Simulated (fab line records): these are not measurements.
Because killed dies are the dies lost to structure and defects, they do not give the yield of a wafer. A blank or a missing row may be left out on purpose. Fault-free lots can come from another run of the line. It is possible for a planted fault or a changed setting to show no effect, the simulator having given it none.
fab line records / flow n5_finfet
record lots=12 wafers=36 last_day=19
route steps=1938 shown ZERO_LAYER@15 WELL_APT@43
lots untouched by any fault: they come from a run of this same line in which no faults occurred
start_h: the number of hours between the record's first day and the start of the first shown wafer of the lot / wait_h: how many hours have passed since the lot's step before this one / " same as the row above / L1.1+2: several wafers, shown together as one row / - no value, or no start was given / * or withheld: withheld / < > ~ a bound
route shown NAME@n: names a module that has steps shown in the file, with the first one's number in the route / usual: mean/standard deviation taken from wafers without a fault / same: alike in all rows / chamber/n: place in a boat / sites: each site's reading / _std_site: their standard deviation / _edge_site: inner sites' mean taken away from outer sites' mean / radius_mm: for every site, how far away it sits from the centre of the wafer / mask NAME#n: copy n / behind: the most recent tool/chamber to have shaped the wafer / hold: what put the lot on hold/how long, in hours/how the hold closed / device: which transistor (n, p or np) failed to switch / end of line: the route-end tests of the same wafers / a step given without rows: its recipe and nothing more / killed: dies lost to structure and defects at the first sort, not the wafer's yield / map: the dies of a wafer, with x for killed, . for not killed, _ for no die there
set.NAME: the setting that was run; set.NAME@STEP: the one run at that earlier step / model.NAME: the simulator's own value behind a step, which no gauge read
one table for each step of the route and one row for each wafer, over a sample of lots
services: when a tool's chamber went out of use (start_h, in hours from the record's first day, below 0 if earlier), for how many hours, and the reason
## steps
# step N5_ZERO_LAYER_ETCH_17
# recipe chemistry=CF4 target=SiO2 target_depth_a=120 time_s=13.3 ion_energy_ev=350 pressure_mtorr=40 source_w=450 bias_w=215 Ar_flow_sccm=100 cf4_flow_sccm=100
# usual drypump_motor_current_A=5.6/0.32 oes_product_au=0.77/0.054 rf_vpp_V=948/3.9 showerhead_plenum_p_Torr=2.13/0.063 throttle_valve_pct=15.84/0.18
lot.wafer=L581.3 tool=rie_diel-01 chamber=1 start_h=30.72 wait_h=0.0 drypump_motor_current_A=6.0 oes_product_au=0.77 rf_hours_counter_h=141 rf_vpp_V=948 showerhead_plenum_p_Torr=2.14 throttle_valve_pct=15.82
lot.wafer=L581.5 tool=rie_diel-01 chamber=0 start_h=30.72 wait_h=0.0 drypump_motor_current_A=5.8 oes_product_au=0.76 rf_hours_counter_h=- rf_vpp_V=950 showerhead_plenum_p_Torr=2.15 throttle_valve_pct=15.84
lot.wafer=L581.6 tool=rie_diel-01 chamber=3 start_h=30.72 wait_h=0.0 drypump_motor_current_A=6.5 oes_product_au=0.78 rf_hours_counter_h=- rf_vpp_V=943 showerhead_plenum_p_Torr=2.06 throttle_valve_pct=15.66
lot.wafer=L583.2 tool=rie_diel-03 chamber=0 start_h=42.72 wait_h=0.0 drypump_motor_current_A=5.4 oes_product_au=0.78 rf_hours_counter_h=138 rf_vpp_V=949 showerhead_plenum_p_Torr=2.15 throttle_valve_pct=15.65
lot.wafer=L583.4 tool=rie_diel-03 chamber=1 start_h=42.72 wait_h=0.0 drypump_motor_current_A=6.0 oes_product_au=0.73 rf_hours_counter_h=- rf_vpp_V=942 showerhead_plenum_p_Torr=2.03 throttle_valve_pct=16.00
lot.wafer=L583.6 tool=rie_diel-03 chamber=0 start_h=42.72 wait_h=0.0 drypump_motor_current_A=5.4 oes_product_au=0.78 rf_hours_counter_h=- rf_vpp_V=951 showerhead_plenum_p_Torr=2.15 throttle_valve_pct=15.65
lot.wafer=L585.2 tool=rie_diel-03 chamber=0 start_h=54.91 wait_h=0.0 drypump_motor_current_A=5.4 oes_product_au=0.78 rf_hours_counter_h=142 rf_vpp_V=948 showerhead_plenum_p_Torr=2.15 throttle_valve_pct=15.69
lot.wafer=L585.3 tool=rie_diel-03 chamber=3 start_h=54.91 wait_h=0.0 drypump_motor_current_A=5.5 oes_product_au=0.76 rf_hours_counter_h=158 rf_vpp_V=949 showerhead_plenum_p_Torr=2.14 throttle_valve_pct=15.95
lot.wafer=L585.5 tool=rie_diel-03 chamber=2 start_h=54.91 wait_h=0.0 drypump_motor_current_A=5.3 oes_product_au=0.79 rf_hours_counter_h=- rf_vpp_V=949 showerhead_plenum_p_Torr=2.15 throttle_valve_pct=15.86
lot.wafer=L586.4 tool=rie_diel-03 chamber=1 start_h=60.85 wait_h=0.0 drypump_motor_current_A=5.9 oes_product_au=0.73 rf_hours_counter_h=219 rf_vpp_V=942 showerhead_plenum_p_Torr=2.02 throttle_valve_pct=16.04
lot.wafer=L586.5 tool=rie_diel-03 chamber=1 start_h=60.85 wait_h=0.0 drypump_motor_current_A=5.9 oes_product_au=0.73 rf_hours_counter_h=- rf_vpp_V=942 showerhead_plenum_p_Torr=2.02 throttle_valve_pct=16.02
lot.wafer=L586.6 tool=rie_diel-03 chamber=0 start_h=60.85 wait_h=0.0 drypump_motor_current_A=5.4 oes_product_au=0.78 rf_hours_counter_h=- rf_vpp_V=949 showerhead_plenum_p_Torr=2.15 throttle_valve_pct=15.66
lot.wafer=L593.2 tool=rie_diel-02 chamber=1 start_h=102.90 wait_h=0.0 drypump_motor_current_A=5.6 oes_product_au=0.74 rf_hours_counter_h=163 rf_vpp_V=954 showerhead_plenum_p_Torr=2.22 throttle_valve_pct=15.80
lot.wafer=L593.4 tool=rie_diel-02 chamber=0 start_h=102.90 wait_h=0.0 drypump_motor_current_A=5.8 oes_product_au=0.89 rf_hours_counter_h=- rf_vpp_V=946 showerhead_plenum_p_Torr=2.11 throttle_valve_pct=15.29
lot.wafer=L593.5 tool=rie_diel-02 chamber=1 start_h=102.90 wait_h=0.0 drypump_motor_current_A=5.6 oes_product_au=0.73 rf_hours_counter_h=- rf_vpp_V=954 showerhead_plenum_p_Torr=2.22 throttle_valve_pct=15.78
lot.wafer=L595.3 tool=rie_diel-03 chamber=3 start_h=114.76 wait_h=0.0 drypump_motor_current_A=5.5 oes_product_au=0.75 rf_hours_counter_h=177 rf_vpp_V=949 showerhead_plenum_p_Torr=2.14 throttle_valve_pct=16.00
lot.wafer=L595.4 tool=rie_diel-03 chamber=1 start_h=114.76 wait_h=0.0 drypump_motor_current_A=5.9 oes_product_au=0.71 rf_hours_counter_h=236 rf_vpp_V=943 showerhead_plenum_p_Torr=2.02 throttle_valve_pct=16.06
lot.wafer=L595.6 tool=rie_diel-03 chamber=2 start_h=114.76 wait_h=0.0 drypump_motor_current_A=5.3 oes_product_au=0.79 rf_hours_counter_h=- rf_vpp_V=951 showerhead_plenum_p_Torr=2.14 throttle_valve_pct=15.89
lot.wafer=L596.4 tool=rie_diel-02 chamber=2 start_h=120.85 wait_h=0.0 drypump_motor_current_A=5.7 oes_product_au=0.75 rf_hours_counter_h=177 rf_vpp_V=947 showerhead_plenum_p_Torr=2.14 throttle_valve_pct=15.98
lot.wafer=L596.5 tool=rie_diel-02 chamber=1 start_h=120.85 wait_h=0.0 drypump_motor_current_A=5.6 oes_product_au=0.73 rf_hours_counter_h=- rf_vpp_V=955 showerhead_plenum_p_Torr=2.22 throttle_valve_pct=15.80
lot.wafer=L596.6 tool=rie_diel-02 chamber=2 start_h=120.85 wait_h=0.0 drypump_motor_current_A=5.7 oes_product_au=0.75 rf_hours_counter_h=- rf_vpp_V=948 showerhead_plenum_p_Torr=2.14 throttle_valve_pct=16.01
lot.wafer=L597.1 tool=rie_diel-02 chamber=0 start_h=127.18 wait_h=0.0 drypump_motor_current_A=5.8 oes_product_au=0.87 rf_hours_counter_h=38 rf_vpp_V=947 showerhead_plenum_p_Torr=2.11 throttle_valve_pct=15.32
lot.wafer=L597.2 tool=rie_diel-02 chamber=3 start_h=127.18 wait_h=0.0 drypump_motor_current_A=5.0 oes_product_au=1.02 rf_hours_counter_h=3 rf_vpp_V=956 showerhead_plenum_p_Torr=2.29 throttle_valve_pct=15.71
lot.wafer=L597.4 tool=rie_diel-02 chamber=2 start_h=127.18 wait_h=0.0 drypump_motor_current_A=5.7 oes_product_au=0.75 rf_hours_counter_h=180 rf_vpp_V=948 showerhead_plenum_p_Torr=2.14 throttle_valve_pct=15.99
lot.wafer=L598.1 tool=rie_diel-02 chamber=3 start_h=132.71 wait_h=0.0 drypump_motor_current_A=5.0 oes_product_au=1.00 rf_hours_counter_h=5 rf_vpp_V=957 showerhead_plenum_p_Torr=2.29 throttle_valve_pct=15.70
lot.wafer=L598.2 tool=rie_diel-02 chamber=0 start_h=132.71 wait_h=0.0 drypump_motor_current_A=5.7 oes_product_au=0.87 rf_hours_counter_h=39 rf_vpp_V=946 showerhead_plenum_p_Torr=2.11 throttle_valve_pct=15.32
lot.wafer=L598.3 tool=rie_diel-02 chamber=2 start_h=132.71 wait_h=0.0 drypump_motor_current_A=5.7 oes_product_au=0.73 rf_hours_counter_h=182 rf_vpp_V=948 showerhead_plenum_p_Torr=2.14 throttle_valve_pct=16.01
lot.wafer=L599.1 tool=rie_diel-01 chamber=3 start_h=138.71 wait_h=0.0 drypump_motor_current_A=6.4 oes_product_au=0.74 rf_hours_counter_h=170 rf_vpp_V=943 showerhead_plenum_p_Torr=2.05 throttle_valve_pct=15.72
lot.wafer=L599.4 tool=rie_diel-01 chamber=2 start_h=138.71 wait_h=0.0 drypump_motor_current_A=5.5 oes_product_au=0.75 rf_hours_counter_h=155 rf_vpp_V=954 showerhead_plenum_p_Torr=2.22 throttle_valve_pct=16.02
lot.wafer=L599.5 tool=rie_diel-01 chamber=1 start_h=138.71 wait_h=0.0 drypump_motor_current_A=6.0 oes_product_au=0.74 rf_hours_counter_h=- rf_vpp_V=949 showerhead_plenum_p_Torr=2.13 throttle_valve_pct=15.88
lot.wafer=L600.3 tool=rie_diel-01 chamber=1 start_h=144.72 wait_h=0.0 drypump_motor_current_A=6.0 oes_product_au=0.75 rf_hours_counter_h=173 rf_vpp_V=948 showerhead_plenum_p_Torr=2.13 throttle_valve_pct=15.87
lot.wafer=L600.5 tool=rie_diel-01 chamber=1 start_h=144.72 wait_h=0.0 drypump_motor_current_A=6.0 oes_product_au=0.74 rf_hours_counter_h=- rf_vpp_V=951 showerhead_plenum_p_Torr=2.13 throttle_valve_pct=15.87
lot.wafer=L600.6 tool=rie_diel-01 chamber=2 start_h=144.72 wait_h=0.0 drypump_motor_current_A=5.5 oes_product_au=0.75 rf_hours_counter_h=- rf_vpp_V=954 showerhead_plenum_p_Torr=2.22 throttle_valve_pct=16.03
lot.wafer=L601.1 tool=rie_diel-03 chamber=0 start_h=150.89 wait_h=0.0 drypump_motor_current_A=5.4 oes_product_au=0.75 rf_hours_counter_h=170 rf_vpp_V=947 showerhead_plenum_p_Torr=2.14 throttle_valve_pct=15.72
lot.wafer=L601.5 tool=rie_diel-03 chamber=0 start_h=150.89 wait_h=0.0 drypump_motor_current_A=5.4 oes_product_au=0.75 rf_hours_counter_h=- rf_vpp_V=948 showerhead_plenum_p_Torr=2.14 throttle_valve_pct=15.70
lot.wafer=L601.6 tool=rie_diel-03 chamber=1 start_h=150.89 wait_h=0.0 drypump_motor_current_A=5.9 oes_product_au=0.71 rf_hours_counter_h=- rf_vpp_V=941 showerhead_plenum_p_Torr=2.01 throttle_valve_pct=16.06
# step N5_WELL_APT_CD_MEAS_25
# recipe target_cd_nm=200 landing_energy_ev=500 detector=se_inlens
# usual cd_nm=199.3/2
lot.wafer=L581.3 tool=cd_sem-02 chamber=0 start_h=32.84 wait_h=- cd_nm=198.1
lot.wafer=L581.5 tool=cd_sem-02 chamber=0 start_h=32.84 wait_h=- cd_nm=197.5
lot.wafer=L581.6 tool=cd_sem-02 chamber=0 start_h=32.84 wait_h=- cd_nm=199.6
lot.wafer=L583.2 tool=cd_sem-02 chamber=0 start_h=44.98 wait_h=- cd_nm=199.2
lot.wafer=L583.4 tool=cd_sem-02 chamber=0 start_h=44.98 wait_h=- cd_nm=198.8
lot.wafer=L583.6 tool=cd_sem-02 chamber=0 start_h=44.98 wait_h=- cd_nm=198.3
lot.wafer=L585.2 tool=cd_sem-01 chamber=0 start_h=56.88 wait_h=- cd_nm=199.8
lot.wafer=L585.3 tool=cd_sem-01 chamber=0 start_h=56.88 wait_h=- cd_nm=198.7
lot.wafer=L585.5 tool=cd_sem-01 chamber=0 start_h=56.88 wait_h=- cd_nm=199.3
lot.wafer=L586.4 tool=cd_sem-02 chamber=0 start_h=63.15 wait_h=- cd_nm=200.0
lot.wafer=L586.5 tool=cd_sem-02 chamber=0 start_h=63.15 wait_h=- cd_nm=195.8
lot.wafer=L586.6 tool=cd_sem-02 chamber=0 start_h=63.15 wait_h=- cd_nm=198.6
lot.wafer=L593.2 tool=cd_sem-02 chamber=0 start_h=104.86 wait_h=- cd_nm=197.9
lot.wafer=L593.4 tool=cd_sem-02 chamber=0 start_h=104.86 wait_h=- cd_nm=197.7
lot.wafer=L593.5 tool=cd_sem-02 chamber=0 start_h=104.86 wait_h=- cd_nm=197.8
lot.wafer=L595.3 tool=cd_sem-03 chamber=0 start_h=116.97 wait_h=- cd_nm=197.4
lot.wafer=L595.4 tool=cd_sem-03 chamber=0 start_h=116.97 wait_h=- cd_nm=201.5
lot.wafer=L595.6 tool=cd_sem-03 chamber=0 start_h=116.97 wait_h=- cd_nm=199.2
lot.wafer=L596.4 tool=cd_sem-02 chamber=0 start_h=122.91 wait_h=- cd_nm=198.4
lot.wafer=L596.5 tool=cd_sem-02 chamber=0 start_h=122.91 wait_h=- cd_nm=201.2
lot.wafer=L596.6 tool=cd_sem-02 chamber=0 start_h=122.91 wait_h=- cd_nm=202.0
lot.wafer=L597.1 tool=cd_sem-01 chamber=0 start_h=129.28 wait_h=- cd_nm=201.1
lot.wafer=L597.2 tool=cd_sem-01 chamber=0 start_h=129.28 wait_h=- cd_nm=199.3
lot.wafer=L597.4 tool=cd_sem-01 chamber=0 start_h=129.28 wait_h=- cd_nm=202.5
lot.wafer=L598.1 tool=cd_sem-01 chamber=0 start_h=134.82 wait_h=- cd_nm=197.9
lot.wafer=L598.2 tool=cd_sem-01 chamber=0 start_h=134.82 wait_h=- cd_nm=198.8
lot.wafer=L598.3 tool=cd_sem-01 chamber=0 start_h=134.82 wait_h=- cd_nm=195.1
lot.wafer=L599.1 tool=cd_sem-02 chamber=0 start_h=140.88 wait_h=- cd_nm=202.0
lot.wafer=L599.4 tool=cd_sem-02 chamber=0 start_h=140.88 wait_h=- cd_nm=201.5
lot.wafer=L599.5 tool=cd_sem-02 chamber=0 start_h=140.88 wait_h=- cd_nm=196.5
lot.wafer=L600.3 tool=cd_sem-01 chamber=0 start_h=147.40 wait_h=- cd_nm=198.3
lot.wafer=L600.5 tool=cd_sem-01 chamber=0 start_h=147.40 wait_h=- cd_nm=196.5
lot.wafer=L600.6 tool=cd_sem-01 chamber=0 start_h=147.40 wait_h=- cd_nm=199.8
lot.wafer=L601.1 tool=cd_sem-03 chamber=0 start_h=153.11 wait_h=- cd_nm=202.8
lot.wafer=L601.5 tool=cd_sem-03 chamber=0 start_h=153.11 wait_h=- cd_nm=202.0
lot.wafer=L601.6 tool=cd_sem-03 chamber=0 start_h=153.11 wait_h=- cd_nm=202.7
# step N5_WELL_APT_OVL_MEAS_26
# recipe points_per_wafer=44
# usual PWELL_OVL=-4/4
lot.wafer=L581.3 tool=overlay-02 chamber=0 start_h=32.87 wait_h=0.0 PWELL_OVL[nm]=-7
lot.wafer=L581.5 tool=overlay-02 chamber=0 start_h=32.87 wait_h=0.0 PWELL_OVL[nm]=0
lot.wafer=L581.6 tool=overlay-02 chamber=0 start_h=32.87 wait_h=0.0 PWELL_OVL[nm]=-5
lot.wafer=L583.2 tool=overlay-02 chamber=0 start_h=45.01 wait_h=0.0 PWELL_OVL[nm]=-5
lot.wafer=L583.4 tool=overlay-02 chamber=0 start_h=45.01 wait_h=0.0 PWELL_OVL[nm]=-4
lot.wafer=L583.6 tool=overlay-02 chamber=0 start_h=45.01 wait_h=0.0 PWELL_OVL[nm]=-3
lot.wafer=L585.2 tool=overlay-01 chamber=0 start_h=56.91 wait_h=0.0 PWELL_OVL[nm]=-5
lot.wafer=L585.3 tool=overlay-01 chamber=0 start_h=56.91 wait_h=0.0 PWELL_OVL[nm]=-6
lot.wafer=L585.5 tool=overlay-01 chamber=0 start_h=56.91 wait_h=0.0 PWELL_OVL[nm]=-5
lot.wafer=L586.4 tool=overlay-02 chamber=0 start_h=63.18 wait_h=0.0 PWELL_OVL[nm]=-6
lot.wafer=L586.5 tool=overlay-02 chamber=0 start_h=63.18 wait_h=0.0 PWELL_OVL[nm]=-4
lot.wafer=L586.6 tool=overlay-02 chamber=0 start_h=63.18 wait_h=0.0 PWELL_OVL[nm]=-6
lot.wafer=L593.2 tool=overlay-02 chamber=0 start_h=104.89 wait_h=0.0 PWELL_OVL[nm]=-1
lot.wafer=L593.4 tool=overlay-02 chamber=0 start_h=104.89 wait_h=0.0 PWELL_OVL[nm]=1
lot.wafer=L593.5 tool=overlay-02 chamber=0 start_h=104.89 wait_h=0.0 PWELL_OVL[nm]=-3
lot.wafer=L595.3 tool=overlay-01 chamber=0 start_h=117.00 wait_h=0.0 PWELL_OVL[nm]=-2
lot.wafer=L595.4 tool=overlay-01 chamber=0 start_h=117.00 wait_h=0.0 PWELL_OVL[nm]=-4
lot.wafer=L595.6 tool=overlay-01 chamber=0 start_h=117.00 wait_h=0.0 PWELL_OVL[nm]=-7
lot.wafer=L596.4 tool=overlay-01 chamber=0 start_h=122.94 wait_h=0.0 PWELL_OVL[nm]=1
lot.wafer=L596.5 tool=overlay-01 chamber=0 start_h=122.94 wait_h=0.0 PWELL_OVL[nm]=-5
lot.wafer=L596.6 tool=overlay-01 chamber=0 start_h=122.94 wait_h=0.0 PWELL_OVL[nm]=-5
lot.wafer=L597.1 tool=overlay-01 chamber=0 start_h=129.31 wait_h=0.0 PWELL_OVL[nm]=-6
lot.wafer=L597.2 tool=overlay-01 chamber=0 start_h=129.31 wait_h=0.0 PWELL_OVL[nm]=-6
lot.wafer=L597.4 tool=overlay-01 chamber=0 start_h=129.31 wait_h=0.0 PWELL_OVL[nm]=-11
lot.wafer=L598.1 tool=overlay-01 chamber=0 start_h=134.85 wait_h=0.0 PWELL_OVL[nm]=1
lot.wafer=L598.2 tool=overlay-01 chamber=0 start_h=134.85 wait_h=0.0 PWELL_OVL[nm]=-4
lot.wafer=L598.3 tool=overlay-01 chamber=0 start_h=134.85 wait_h=0.0 PWELL_OVL[nm]=-5
lot.wafer=L599.1 tool=overlay-02 chamber=0 start_h=140.91 wait_h=0.0 PWELL_OVL[nm]=-5
lot.wafer=L599.4 tool=overlay-02 chamber=0 start_h=140.91 wait_h=0.0 PWELL_OVL[nm]=0
lot.wafer=L599.5 tool=overlay-02 chamber=0 start_h=140.91 wait_h=0.0 PWELL_OVL[nm]=0
lot.wafer=L600.3 tool=overlay-01 chamber=0 start_h=147.42 wait_h=0.0 PWELL_OVL[nm]=-3
lot.wafer=L600.5 tool=overlay-01 chamber=0 start_h=147.42 wait_h=0.0 PWELL_OVL[nm]=-1
lot.wafer=L600.6 tool=overlay-01 chamber=0 start_h=147.42 wait_h=0.0 PWELL_OVL[nm]=1
lot.wafer=L601.1 tool=overlay-01 chamber=0 start_h=153.14 wait_h=0.0 PWELL_OVL[nm]=-7
lot.wafer=L601.5 tool=overlay-01 chamber=0 start_h=153.14 wait_h=0.0 PWELL_OVL[nm]=-5
lot.wafer=L601.6 tool=overlay-01 chamber=0 start_h=153.14 wait_h=0.0 PWELL_OVL[nm]=-3
# step N5_WELL_APT_IMPLANT_32
# recipe species=BF2 energy_kev=50 dose_cm2=2e+13 tilt_deg=0 rotation_deg=0
# usual beam_energy_keV=50.000/0.016 dose_ions_cm2=1.9997e+13/2.2e+10 faraday_current_uA=254/5.3
lot.wafer=L581.3 tool=implanter-01 chamber=0 start_h=33.27 wait_h=0.1 beam_energy_keV=49.985 dose_ions_cm2=2.0036e+13 faraday_current_uA=258
lot.wafer=L581.5 tool=implanter-01 chamber=0 start_h=33.27 wait_h=0.1 beam_energy_keV=49.962 dose_ions_cm2=2.0019e+13 faraday_current_uA=256
lot.wafer=L581.6 tool=implanter-01 chamber=0 start_h=33.27 wait_h=0.1 beam_energy_keV=50.014 dose_ions_cm2=2.0027e+13 faraday_current_uA=240
lot.wafer=L583.2 tool=implanter-01 chamber=0 start_h=45.55 wait_h=0.1 beam_energy_keV=49.995 dose_ions_cm2=2.3201e+13 faraday_current_uA=281
lot.wafer=L583.4 tool=implanter-01 chamber=0 start_h=45.55 wait_h=0.1 beam_energy_keV=50.030 dose_ions_cm2=2.3197e+13 faraday_current_uA=302
lot.wafer=L583.6 tool=implanter-01 chamber=0 start_h=45.55 wait_h=0.1 beam_energy_keV=49.997 dose_ions_cm2=2.3213e+13 faraday_current_uA=300
lot.wafer=L585.2 tool=implanter-01 chamber=0 start_h=57.28 wait_h=0.1 beam_energy_keV=50.002 dose_ions_cm2=2.3184e+13 faraday_current_uA=296
lot.wafer=L585.3 tool=implanter-01 chamber=0 start_h=57.28 wait_h=0.1 beam_energy_keV=50.002 dose_ions_cm2=2.3205e+13 faraday_current_uA=298
lot.wafer=L585.5 tool=implanter-01 chamber=0 start_h=57.28 wait_h=0.1 beam_energy_keV=50.027 dose_ions_cm2=2.3188e+13 faraday_current_uA=298
lot.wafer=L586.4 tool=implanter-01 chamber=0 start_h=63.60 wait_h=0.1 beam_energy_keV=50.008 dose_ions_cm2=2.3212e+13 faraday_current_uA=290
lot.wafer=L586.5 tool=implanter-01 chamber=0 start_h=63.60 wait_h=0.1 beam_energy_keV=50.022 dose_ions_cm2=2.3199e+13 faraday_current_uA=301
lot.wafer=L586.6 tool=implanter-01 chamber=0 start_h=63.60 wait_h=0.1 beam_energy_keV=50.007 dose_ions_cm2=2.3222e+13 faraday_current_uA=295
lot.wafer=L593.2 tool=implanter-02 chamber=0 start_h=105.26 wait_h=0.1 beam_energy_keV=49.998 dose_ions_cm2=2.0017e+13 faraday_current_uA=253
lot.wafer=L593.4 tool=implanter-02 chamber=0 start_h=105.26 wait_h=0.1 beam_energy_keV=49.968 dose_ions_cm2=2.0027e+13 faraday_current_uA=251
lot.wafer=L593.5 tool=implanter-02 chamber=0 start_h=105.26 wait_h=0.1 beam_energy_keV=50.003 dose_ions_cm2=2.0036e+13 faraday_current_uA=254
lot.wafer=L595.3 tool=implanter-02 chamber=0 start_h=117.48 wait_h=0.1 beam_energy_keV=49.995 dose_ions_cm2=2.0013e+13 faraday_current_uA=246
lot.wafer=L595.4 tool=implanter-02 chamber=0 start_h=117.48 wait_h=0.1 beam_energy_keV=49.991 dose_ions_cm2=1.9971e+13 faraday_current_uA=251
lot.wafer=L595.6 tool=implanter-02 chamber=0 start_h=117.48 wait_h=0.1 beam_energy_keV=50.007 dose_ions_cm2=1.9999e+13 faraday_current_uA=258
lot.wafer=L596.4 tool=implanter-01 chamber=0 start_h=123.37 wait_h=0.1 beam_energy_keV=50.002 dose_ions_cm2=1.9948e+13 faraday_current_uA=256
lot.wafer=L596.5 tool=implanter-01 chamber=0 start_h=123.37 wait_h=0.1 beam_energy_keV=50.019 dose_ions_cm2=1.9974e+13 faraday_current_uA=257
lot.wafer=L596.6 tool=implanter-01 chamber=0 start_h=123.37 wait_h=0.1 beam_energy_keV=50.017 dose_ions_cm2=1.9953e+13 faraday_current_uA=247
lot.wafer=L597.1 tool=implanter-02 chamber=0 start_h=129.66 wait_h=0.1 beam_energy_keV=49.971 dose_ions_cm2=1.9978e+13 faraday_current_uA=253
lot.wafer=L597.2 tool=implanter-02 chamber=0 start_h=129.66 wait_h=0.1 beam_energy_keV=49.980 dose_ions_cm2=2.0023e+13 faraday_current_uA=251
lot.wafer=L597.4 tool=implanter-02 chamber=0 start_h=129.66 wait_h=0.1 beam_energy_keV=49.994 dose_ions_cm2=1.9965e+13 faraday_current_uA=256
lot.wafer=L598.1 tool=implanter-02 chamber=0 start_h=135.19 wait_h=0.1 beam_energy_keV=49.977 dose_ions_cm2=1.9967e+13 faraday_current_uA=250
lot.wafer=L598.2 tool=implanter-02 chamber=0 start_h=135.19 wait_h=0.1 beam_energy_keV=49.982 dose_ions_cm2=1.9986e+13 faraday_current_uA=253
lot.wafer=L598.3 tool=implanter-02 chamber=0 start_h=135.19 wait_h=0.1 beam_energy_keV=49.998 dose_ions_cm2=1.9985e+13 faraday_current_uA=251
lot.wafer=L599.1 tool=implanter-02 chamber=0 start_h=141.25 wait_h=0.1 beam_energy_keV=49.998 dose_ions_cm2=1.9974e+13 faraday_current_uA=257
lot.wafer=L599.4 tool=implanter-02 chamber=0 start_h=141.25 wait_h=0.1 beam_energy_keV=49.992 dose_ions_cm2=2.0007e+13 faraday_current_uA=256
lot.wafer=L599.5 tool=implanter-02 chamber=0 start_h=141.25 wait_h=0.1 beam_energy_keV=50.012 dose_ions_cm2=2.0022e+13 faraday_current_uA=256
lot.wafer=L600.3 tool=implanter-01 chamber=0 start_h=147.86 wait_h=0.1 beam_energy_keV=49.984 dose_ions_cm2=1.9967e+13 faraday_current_uA=262
lot.wafer=L600.5 tool=implanter-01 chamber=0 start_h=147.86 wait_h=0.1 beam_energy_keV=50.018 dose_ions_cm2=2.0013e+13 faraday_current_uA=250
lot.wafer=L600.6 tool=implanter-01 chamber=0 start_h=147.86 wait_h=0.1 beam_energy_keV=49.990 dose_ions_cm2=1.9976e+13 faraday_current_uA=254
lot.wafer=L601.1 tool=implanter-02 chamber=0 start_h=153.48 wait_h=0.1 beam_energy_keV=50.014 dose_ions_cm2=2.004e+13 faraday_current_uA=263
lot.wafer=L601.5 tool=implanter-02 chamber=0 start_h=153.48 wait_h=0.1 beam_energy_keV=49.982 dose_ions_cm2=2.0036e+13 faraday_current_uA=248
lot.wafer=L601.6 tool=implanter-02 chamber=0 start_h=153.48 wait_h=0.1 beam_energy_keV=50.005 dose_ions_cm2=2.0034e+13 faraday_current_uA=254
## services
tool=rie_diel-01 chamber=- start_h=17.80 hours=4.0 kind=pm
tool=implanter-02 chamber=- start_h=24.15 hours=4.1 kind=pm
tool=rie_diel-03 chamber=3 start_h=40.81 hours=3.0 kind=repair
tool=implanter-02 chamber=- start_h=55.86 hours=3.1 kind=pm
tool=rie_diel-01 chamber=1 start_h=60.30 hours=3.8 kind=repair
tool=rie_diel-03 chamber=2 start_h=73.79 hours=3.4 kind=repair
tool=rie_diel-02 chamber=2 start_h=88.89 hours=6.0 kind=repair
tool=rie_diel-03 chamber=0 start_h=96.09 hours=2.1 kind=repair
tool=rie_diel-02 chamber=3 start_h=99.93 hours=- kind=clean
tool=rie_diel-02 chamber=3 start_h=99.93 hours=- kind=consumable_replace:focus_ring
tool=rie_diel-02 chamber=3 start_h=99.93 hours=- kind=consumable_replace:showerhead
tool=rie_diel-02 chamber=3 start_h=99.93 hours=17.9 kind=scheduled_down
tool=rie_diel-02 chamber=3 start_h=99.93 hours=17.9 kind=vent_cycle
tool=implanter-02 chamber=- start_h=107.23 hours=4.5 kind=pm
tool=rie_diel-03 chamber=1 start_h=123.37 hours=2.8 kind=repair
tool=rie_diel-01 chamber=1 start_h=129.06 hours=5.2 kind=repair
tool=rie_diel-01 chamber=1 start_h=149.61 hours=2.3 kind=repair
tool=rie_diel-01 chamber=2 start_h=150.61 hours=2.8 kind=repair
## key
first_sign step=N5_WELL_APT_IMPLANT_32 reading=dose_ions_cm2 direction=up sigmas=99+ usual=1.9997e+13 struck=2.3202e+13
effect step=N5_WELL_APT_IMPLANT_32 reading=faraday_current_uA direction=up sigmas=7.8 usual=254 struck=296
met_at N5_WELL_APT_IMPLANT_32
struck_lots L583,L585,L586
tester_left_out L583,L585,L586
not_acting_at N5_ZERO_LAYER_ETCH_17,N5_WELL_APT_CD_MEAS_25,N5_WELL_APT_OVL_MEAS_26
onset_between 33.27 45.55
fault kind=process_parameter_drift tool=implanter-01 chamber=- onset_h=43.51 steps=N5_WELL_APT_IMPLANT_32 channel=dose_cm2 offset=3.1904e+12 shape=step end_h=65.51 acts_in=these_recipes_only stated=2e+13
# tester_left_out: of these lots the tester's yield and bins aren't shown, on N5 and GAA mostly nor the transistor test; their killed dies are dies lost to structure and defects alone, not to doping, threshold or leakage, so they don't give the yield
